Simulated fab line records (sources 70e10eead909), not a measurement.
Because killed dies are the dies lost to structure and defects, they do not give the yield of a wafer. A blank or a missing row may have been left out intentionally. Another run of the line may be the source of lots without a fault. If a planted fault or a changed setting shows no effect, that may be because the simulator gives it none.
fab line records + flow nand-harc
[record]
- lots = 14
- wafers = 40
- last-day = 33
route steps=1302 shown A_SLIT@935 A_WL_FILL@953
lots with no fault: from the same line, run without faults
start-h: hours from the record's first day to the start of the lot's first wafer shown + wait-h: hours from the lot's prior step to this one + " the same as in the row above + L1.1+2: one row covering several wafers at once + - no value, or no start given + * or withheld: withheld + < > ~ a bound
route shown NAME@n: a module of which the file shows steps, and the number in the route of the first + usual: average and standard deviation across the fault-free wafers + same: alike in all rows + chamber/n: place in a boat + sites: each site's reading + _std_site: standard deviation across them + _edge_site: inner sites' mean taken away from outer sites' mean + radius-mm: for every site, how far away it sits from the centre of the wafer + mask NAME#n: copy n + behind: the tool/chamber that last shaped the wafer + hold: why the lot went on hold/how many hours it stayed there/how the hold came to an end + device: which transistor (n, p or np) failed to switch + end of line: tests run on the same wafers once the route is complete + for a step that has no rows: nothing shown but its recipe + killed: dies lost to structure and defects at the first sort, not the wafer's yield + map: shows each die of a wafer: x if killed, . if not, _ if none is there
set.NAME: setting as actually run; set.NAME@STEP: the setting as run at that earlier step + model.NAME: the simulator's own value behind a step, which no gauge read
one table for each step of the route and one row for each wafer, over a sample of lots
services: the hour from which a tool's chamber was out of use, counted from the record's first day as start-h (under 0 if before that day), plus the number of hours and why
[[steps]]
[step NHARC_A_SLIT_INSPECT_11]
[usual]
- raw-defect-count = 54/32
| lot.wafer | tool              | chamber | start-h | wait-h | raw-defect-count |
|-----------|-------------------|---------|---------|--------|------------------|
| L990.2    | defect-inspect-02 | -       | 465.18  | 0.0    | 63               |
| L990.3    | "                 | -       | "       | "      | 49               |
| L990.6    | "                 | -       | "       | "      | 83               |
| L992.1    | defect-inspect-02 | -       | 484.11  | 0.0    | 24               |
| L992.3    | "                 | -       | "       | "      | 23               |
| L992.5    | "                 | -       | "       | "      | 13               |
| L993.2    | defect-inspect-01 | -       | 485.70  | 0.0    | 133              |
| L993.5    | "                 | -       | "       | "      | 110              |
| L993.6    | "                 | -       | "       | "      | 109              |
| L994.2    | defect-inspect-01 | -       | 485.94  | 0.0    | 28               |
| L994.5    | "                 | -       | "       | "      | 29               |
| L994.6    | "                 | -       | "       | "      | 21               |
| L996.1    | defect-inspect-02 | -       | 496.47  | 0.0    | 69               |
| L996.2    | "                 | -       | "       | "      | 70               |
| L996.6    | "                 | -       | "       | "      | 69               |
| L998.4    | defect-inspect-01 | -       | 541.76  | 0.0    | 138              |
| L998.5    | "                 | -       | "       | "      | 119              |
| L102.3    | defect-inspect-02 | -       | 562.18  | 0.0    | 32               |
| L102.6    | "                 | -       | "       | "      | 41               |
| L103.2    | defect-inspect-01 | -       | 585.37  | 0.0    | 23               |
| L103.5    | "                 | -       | "       | "      | 26               |
| L103.6    | "                 | -       | "       | "      | 30               |
| L104.1    | defect-inspect-01 | -       | 585.52  | 0.0    | 71               |
| L104.2    | "                 | -       | "       | "      | 91               |
| L104.3    | "                 | -       | "       | "      | 81               |
| L105.1    | defect-inspect-02 | -       | 607.96  | 0.0    | 26               |
| L105.3    | "                 | -       | "       | "      | 16               |
| L105.5    | "                 | -       | "       | "      | 15               |
| L108.1    | defect-inspect-02 | -       | 615.38  | 0.0    | 58               |
| L108.5    | "                 | -       | "       | "      | 58               |
| L108.6    | "                 | -       | "       | "      | 54               |
| L110.1    | defect-inspect-01 | -       | 662.56  | 0.0    | 74               |
| L110.3    | "                 | -       | "       | "      | 49               |
| L110.4    | "                 | -       | "       | "      | 45               |
| L112.3    | defect-inspect-01 | -       | 669.50  | 0.0    | 6                |
| L112.4    | "                 | -       | "       | "      | 10               |
| L112.5    | "                 | -       | "       | "      | 18               |
| L111.1    | defect-inspect-02 | -       | 682.24  | 0.0    | 31               |
| L111.2    | "                 | -       | "       | "      | 37               |
| L111.3    | "                 | -       | "       | "      | 41               |
[step NHARC_A_WL_FILL_RTA_01]
[recipe]
- temp-c = 1000
- time-s = 5
[usual]
- lamp-power-pct = 30.2/0.7
- lamp_zone_2_pct = 30.2/0.7
- lamp_zone_3_pct = 30.2/0.7
- lamp_zone_6_pct = 30.2/0.7
- wafer_temp_C_max = 1003.3/0.9
| lot.wafer | tool          | chamber | start-h | wait-h | lamp-power-pct | lamp_zone_2_pct | lamp_zone_3_pct | lamp_zone_6_pct | wafer_temp_C_max |
|-----------|---------------|---------|---------|--------|----------------|-----------------|-----------------|-----------------|------------------|
| L990.2    | rtp-anneal-01 | 0       | 478.42  | -      | 31.0           | 31.0            | 31.0            | 30.9            | 1002.6           |
| L990.3    | "             | 0       | "       | "      | 30.9           | 30.9            | 31.0            | 30.9            | 1002.9           |
| L990.6    | "             | 0       | "       | "      | 30.9           | 31.0            | 31.0            | 30.9            | 1003.8           |
| L992.1    | rtp-anneal-01 | 0       | 497.44  | -      | 30.9           | 30.9            | 30.9            | 30.8            | 1003.3           |
| L992.3    | "             | 0       | "       | "      | 30.9           | 30.9            | 30.9            | 30.8            | 1003.7           |
| L992.5    | "             | 0       | "       | "      | 30.9           | 31.0            | 30.9            | 30.9            | 1004.1           |
| L993.2    | rtp-anneal-01 | 0       | 499.36  | -      | 31.0           | 30.9            | 30.9            | 30.9            | 1002.0           |
| L993.5    | "             | 0       | "       | "      | 31.0           | 30.9            | 30.9            | 30.9            | 1004.3           |
| L993.6    | "             | 0       | "       | "      | 30.9           | 30.9            | 30.9            | 30.9            | 1003.7           |
| L994.2    | rtp-anneal-02 | 0       | 502.22  | -      | 29.6           | 29.6            | 29.6            | 29.4            | 1004.3           |
| L994.5    | "             | 0       | "       | "      | 29.5           | 29.5            | 29.5            | 29.4            | 1003.2           |
| L994.6    | "             | 0       | "       | "      | 29.6           | 29.6            | 29.5            | 29.5            | 1004.4           |
| L996.1    | rtp-anneal-02 | 0       | 509.85  | -      | 29.6           | 29.6            | 29.5            | 29.5            | 1002.9           |
| L996.2    | "             | 0       | "       | "      | 29.5           | 29.6            | 29.6            | 29.5            | 1002.6           |
| L996.6    | "             | 0       | "       | "      | 29.5           | 29.5            | 29.5            | 29.5            | 1002.9           |
| L998.4    | rtp-anneal-02 | 0       | 558.83  | -      | 29.6           | 29.5            | 29.5            | 29.5            | 1003.3           |
| L998.5    | "             | 0       | "       | "      | 29.5           | 29.6            | 29.6            | 29.5            | 1002.7           |
| L102.3    | rtp-anneal-02 | 0       | 575.57  | -      | 29.6           | 29.6            | 29.5            | 29.5            | 1002.2           |
| L102.6    | "             | 0       | "       | "      | 29.5           | 29.5            | 29.5            | 29.5            | 1002.6           |
| L104.1    | rtp-anneal-01 | 0       | 599.17  | -      | 30.9           | 31.0            | 30.9            | 30.9            | 1002.8           |
| L104.2    | "             | 0       | "       | "      | 30.9           | 30.9            | 30.9            | 30.9            | 1004.5           |
| L104.3    | "             | 0       | "       | "      | 30.9           | 30.9            | 31.0            | 30.9            | 1003.0           |
| L103.2    | rtp-anneal-02 | 0       | 602.56  | -      | 29.5           | 29.6            | 29.6            | 29.5            | 1001.7           |
| L103.5    | "             | 0       | "       | "      | 29.6           | 29.5            | 29.6            | 29.5            | 1002.8           |
| L103.6    | "             | 0       | "       | "      | 29.6           | 29.6            | 29.5            | 29.5            | 1002.0           |
| L105.1    | rtp-anneal-02 | 0       | 621.68  | -      | 29.5           | 29.6            | 29.5            | 29.5            | 1003.3           |
| L105.3    | "             | 0       | "       | "      | 29.5           | 29.5            | 29.6            | 29.5            | 1004.6           |
| L105.5    | "             | 0       | "       | "      | 29.6           | 29.5            | 29.6            | 29.5            | 1003.8           |
| L108.1    | rtp-anneal-02 | 0       | 628.62  | -      | 29.6           | 29.5            | 29.5            | 29.5            | 1003.2           |
| L108.5    | "             | 0       | "       | "      | 29.6           | 29.4            | 29.6            | 29.5            | 1002.2           |
| L108.6    | "             | 0       | "       | "      | 29.6           | 29.5            | 29.6            | 29.5            | 1001.9           |
| L110.1    | rtp-anneal-01 | 0       | 676.75  | -      | 30.9           | 30.9            | 31.0            | 30.9            | 1003.3           |
| L110.3    | "             | 0       | "       | "      | 31.0           | 30.9            | 30.9            | 31.0            | 1003.1           |
| L110.4    | "             | 0       | "       | "      | 31.0           | 30.9            | 31.0            | 30.9            | 1002.7           |
| L112.3    | rtp-anneal-01 | 0       | 683.72  | -      | 31.0           | 30.9            | 30.9            | 30.8            | 1004.4           |
| L112.4    | "             | 0       | "       | "      | 30.9           | 31.0            | 30.9            | 30.8            | 1003.8           |
| L112.5    | "             | 0       | "       | "      | 31.0           | 31.0            | 30.9            | 30.8            | 1003.8           |
| L111.1    | rtp-anneal-01 | 0       | 695.72  | -      | 31.0           | 31.0            | 31.0            | 30.8            | 1002.4           |
| L111.2    | "             | 0       | "       | "      | 31.0           | 31.0            | 31.0            | 30.9            | 1003.5           |
| L111.3    | "             | 0       | "       | "      | 30.9           | 30.9            | 31.0            | 30.9            | 1004.3           |
[step NHARC_A_WL_FILL_ALD_02]
[recipe]
- target-thk-a = 20
- pulse-time-s = 3
- ald-cycles = 100
- temp-c = 450
- material = TiN
[usual]
- ald-cycles = 100/0
- heater-power-outer-w = 707/96
- heater-power-w = 1096/110
- precursor-pulse-height-rel = 0.999/0.021
| lot.wafer | tool         | chamber | start-h | wait-h | ald-cycles | heater-power-outer-w | heater-power-w | precursor-pulse-height-rel |
|-----------|--------------|---------|---------|--------|------------|----------------------|----------------|----------------------------|
| L990.2    | ald-metal-03 | 2       | 478.65  | 0.2    | 100        | 682                  | 1028           | 1.014                      |
| L990.3    | "            | 0       | "       | "      | 100        | 671                  | 1039           | 1.015                      |
| L990.6    | "            | 1       | "       | "      | 100        | 794                  | 1164           | 0.982                      |
| L992.3    | ald-metal-01 | 3       | 497.66  | 0.1    | 100        | 898                  | 1275           | 0.982                      |
| L992.1    | "            | 0       | "       | "      | 100        | 670                  | 1055           | 1.013                      |
| L992.5    | "            | 3       | "       | "      | 100        | 909                  | 1278           | 1.017                      |
| L993.2    | ald-metal-02 | 3       | 499.63  | 0.2    | 100        | 622                  | 1040           | 1.019                      |
| L993.6    | "            | 1       | "       | "      | 100        | 761                  | 1137           | 0.981                      |
| L993.5    | "            | 2       | "       | "      | 100        | 657                  | 1153           | 0.978                      |
| L994.2    | ald-metal-03 | 2       | 502.44  | 0.2    | 100        | 691                  | 1048           | 0.971                      |
| L994.6    | "            | 1       | "       | "      | 100        | 781                  | 1187           | 0.999                      |
| L994.5    | "            | 2       | "       | "      | 100        | 679                  | 998            | 0.988                      |
| L996.2    | ald-metal-02 | 2       | 510.14  | 0.2    | 100        | 657                  | 1128           | 0.991                      |
| L996.1    | "            | 3       | "       | "      | 100        | 633                  | 1023           | 0.997                      |
| L996.6    | "            | 0       | "       | "      | 100        | 659                  | 1003           | 1.012                      |
| L998.4    | ald-metal-01 | 2       | 559.00  | 0.1    | 80         | 549                  | 875            | 1.025                      |
| L998.5    | "            | 1       | "       | "      | 100        | 776                  | 1164           | 0.970                      |
| L102.3    | ald-metal-01 | 1       | 575.73  | 0.1    | 100        | 774                  | 1177           | 0.988                      |
| L102.6    | "            | 1       | "       | "      | 80         | 774                  | 1180           | 1.011                      |
| L104.2    | ald-metal-02 | 3       | 599.43  | 0.2    | 100        | 621                  | 1035           | 1.005                      |
| L104.3    | "            | 0       | "       | "      | 100        | 670                  | 1008           | 1.030                      |
| L104.1    | "            | 1       | "       | "      | 100        | 777                  | 1169           | 0.996                      |
| L103.2    | ald-metal-01 | 0       | 602.75  | 0.2    | 100        | 669                  | 1039           | 1.024                      |
| L103.5    | "            | 0       | "       | "      | 100        | 658                  | 1040           | 0.970                      |
| L103.6    | "            | 1       | "       | "      | 80         | 766                  | 1174           | 0.998                      |
| L105.1    | ald-metal-02 | 2       | 621.90  | 0.2    | 100        | 677                  | 1204           | 1.004                      |
| L105.3    | "            | 3       | "       | "      | 100        | 623                  | 1023           | 0.993                      |
| L105.5    | "            | 2       | "       | "      | 100        | 689                  | 1167           | 0.985                      |
| L108.1    | ald-metal-02 | 1       | 628.88  | 0.2    | 100        | 752                  | 1170           | 1.025                      |
| L108.5    | "            | 0       | "       | "      | 100        | 617                  | 967            | 0.994                      |
| L108.6    | "            | 1       | "       | "      | 100        | 774                  | 1190           | 0.993                      |
| L110.3    | ald-metal-03 | 1       | 677.02  | 0.2    | 100        | 761                  | 1169           | 1.009                      |
| L110.1    | "            | 2       | "       | "      | 100        | 707                  | 1063           | 1.002                      |
| L110.4    | "            | 2       | "       | "      | 100        | 706                  | 1104           | 1.005                      |
| L112.3    | ald-metal-02 | 0       | 683.88  | 0.1    | 100        | 639                  | 997            | 1.020                      |
| L112.4    | "            | 2       | "       | "      | 100        | 693                  | 1219           | 0.977                      |
| L112.5    | "            | 3       | "       | "      | 100        | 641                  | 1009           | 1.013                      |
| L111.3    | ald-metal-01 | 2       | 695.94  | 0.1    | 100        | 558                  | 885            | 1.024                      |
| L111.1    | "            | 3       | "       | "      | 100        | 947                  | 1344           | 0.983                      |
| L111.2    | "            | 0       | "       | "      | 100        | 656                  | 1076           | 0.997                      |
[step NHARC_A_WL_FILL_ETCHBACK_16]
[recipe]
- target-depth-a = 1200
- time-s = 24
- c4f8-flow-sccm = withheld
- o2-flow-sccm = 8
- ar-flow-sccm = withheld
- rf-w = 600
- bias-w = 800
- chemistry = C4F8/O2/Ar
[usual]
- oes-product-au = 0.979/0.028
- rf-vpp-V = 722/3.7
| lot.wafer | tool        | chamber | start-h | wait-h | oes-product-au | rf-hours-counter-h | rf-vpp-V |
|-----------|-------------|---------|---------|--------|----------------|--------------------|----------|
| L990.3    | rie-diel-12 | 3       | -       | -      | 0.977          | 1.7                | 717      |
| L990.2    | "           | 1       | "       | "      | 0.992          | 1.8                | 727      |
| L990.6    | "           | 0       | "       | "      | 0.976          | -                  | 723      |
| L992.1    | rie-diel-03 | 3       | -       | -      | 0.997          | 0.8                | 718      |
| L992.3    | "           | 0       | "       | "      | 0.998          | 0.8                | 719      |
| L992.5    | "           | 2       | "       | "      | 0.998          | -                  | 722      |
| L993.2    | rie-diel-13 | 1       | -       | -      | 0.943          | 4.5                | 724      |
| L993.5    | "           | 2       | "       | "      | 0.923          | -                  | 718      |
| L993.6    | "           | 3       | "       | "      | 0.931          | -                  | 726      |
| L994.2    | rie-diel-12 | 3       | -       | -      | 0.991          | 3.0                | 718      |
| L994.5    | "           | 0       | "       | "      | 0.984          | -                  | 722      |
| L994.6    | "           | 1       | "       | "      | 1.008          | -                  | 728      |
| L996.2    | rie-diel-12 | 0       | -       | -      | 0.996          | 3.1                | 721      |
| L996.1    | "           | 2       | "       | "      | 0.983          | 2.2                | 727      |
| L996.6    | "           | 1       | "       | "      | 1.012          | -                  | 727      |
| L998.4    | rie-diel-03 | 0       | -       | -      | 0.987          | 2.1                | 718      |
| L998.5    | "           | 3       | "       | "      | 0.998          | -                  | 717      |
| L102.3    | rie-diel-03 | 1       | -       | -      | 0.912          | 2.4                | 721      |
| L102.6    | "           | 3       | "       | "      | 0.931          | -                  | 716      |
| L104.2    | rie-diel-13 | 1       | -       | -      | 0.983          | 2.3                | 724      |
| L104.3    | "           | 3       | "       | "      | 1.008          | 1.6                | 725      |
| L104.1    | "           | 0       | "       | "      | 0.999          | 2.0                | 724      |
| L103.2    | rie-diel-03 | 1       | -       | -      | 0.963          | 3.1                | 721      |
| L103.5    | "           | 2       | "       | "      | 0.987          | -                  | 723      |
| L103.6    | "           | 3       | "       | "      | 1.002          | -                  | 716      |
| L105.3    | rie-diel-13 | 3       | -       | -      | 0.993          | 2.4                | 727      |
| L105.1    | "           | 1       | "       | "      | 0.974          | 3.2                | 722      |
| L105.5    | "           | 3       | "       | "      | 0.989          | -                  | 726      |
| L108.1    | rie-diel-12 | 0       | -       | -      | 0.991          | 0.8                | 722      |
| L108.6    | "           | 1       | "       | "      | 0.972          | -                  | 726      |
| L108.5    | "           | 2       | "       | "      | 0.982          | -                  | 728      |
| L110.3    | rie-diel-12 | 2       | -       | -      | 0.986          | 4.3                | 726      |
| L110.1    | "           | 3       | "       | "      | 0.997          | 4.4                | 717      |
| L110.4    | "           | 1       | "       | "      | 0.994          | 4.8                | 728      |
| L112.3    | rie-diel-12 | 3       | -       | -      | 0.994          | 4.5                | 718      |
| L112.4    | "           | 0       | "       | "      | 0.986          | 5.0                | 720      |
| L112.5    | "           | 2       | "       | "      | 1.003          | -                  | 726      |
| L111.3    | rie-diel-13 | 3       | -       | -      | 0.997          | 0                  | 726      |
| L111.1    | "           | 1       | "       | "      | 0.995          | 0                  | 723      |
| L111.2    | "           | 2       | "       | "      | 1.008          | 0                  | 717      |
[[services]]
| tool         | chamber | start-h | hours | kind   |
|--------------|---------|---------|-------|--------|
| rie-diel-03  | 3       | 466.70  | 3.3   | repair |
| rie-diel-12  | 2       | 469.95  | 23.5  | repair |
| rie-diel-03  | -       | 477.72  | 9.0   | pm     |
| rie-diel-13  | 0       | 477.87  | 34.1  | repair |
| ald-metal-01 | -       | 495.12  | 1.1   | repair |
| rie-diel-13  | -       | 519.00  | 9.0   | pm     |
| ald-metal-01 | -       | 526.00  | 10.0  | pm     |
| ald-metal-02 | 1       | 543.84  | 4.9   | repair |
| rie-diel-12  | 1       | 552.02  | 4.2   | repair |
| rie-diel-12  | 3       | 589.69  | 3.0   | repair |
| rie-diel-12  | 2       | 590.97  | 2.5   | repair |
| ald-metal-02 | 0       | 591.28  | 3.9   | repair |
| ald-metal-02 | -       | 600.19  | 0.8   | repair |
| ald-metal-02 | -       | 610.00  | 10.0  | pm     |
| rie-diel-12  | 3       | 613.56  | 2.9   | repair |
| rie-diel-03  | 3       | 621.71  | 6.9   | repair |
| rie-diel-12  | -       | 622.57  | 9.0   | pm     |
| rie-diel-03  | -       | 654.72  | 9.0   | pm     |
| rie-diel-03  | 1       | 671.94  | 4.3   | repair |
| ald-metal-02 | 1       | 676.24  | 14.5  | repair |
| ald-metal-01 | -       | 680.63  | 0.6   | repair |
| rie-diel-12  | 1       | 690.48  | 1.4   | repair |
| rie-diel-13  | -       | 696.00  | 9.0   | pm     |
| ald-metal-01 | -       | 704.00  | 10.0  | pm     |
[[key]]
[first-sign]
- step = NHARC_A_WL_FILL_ALD_02
- reading = ald-cycles
- direction = down
- sigmas = 99+
- usual = 100
- struck = 80
effect none on later readings
met-at NHARC_A_WL_FILL_ALD_02
struck-lots L998,L102,L103
struck-wafers L998.4,L102.6,L103.6
sort-left-out L102.6
tester-left-out L998,L102,L103
not-acting-at NHARC_A_SLIT_INSPECT_11,NHARC_A_WL_FILL_RTA_01,NHARC_A_WL_FILL_ETCHBACK_16
onset-between 497.66 559.00
[fault]
- kind = process-parameter-drift
- tool = ald-metal-01
- chamber = -
- onset-h = 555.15
- steps = NHARC_A_WL_FILL_ALD_02
- channel = ald-cycles
- offset = -20
- shape = step
- end-h = 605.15
- scope = struck-wafers-only
- acts-in = these-recipes-only
- stated = 100
// tester-left-out: of these lots the tester's yield and bins aren't shown, on N5 and GAA mostly nor the transistor test; their killed dies are dies lost to structure and defects alone, not to doping, threshold or leakage, so they don't give the yield
// sort-left-out: the simulated sort isn't trusted on such a fault, so these wafers' sort isn't shown, and their yield isn't known
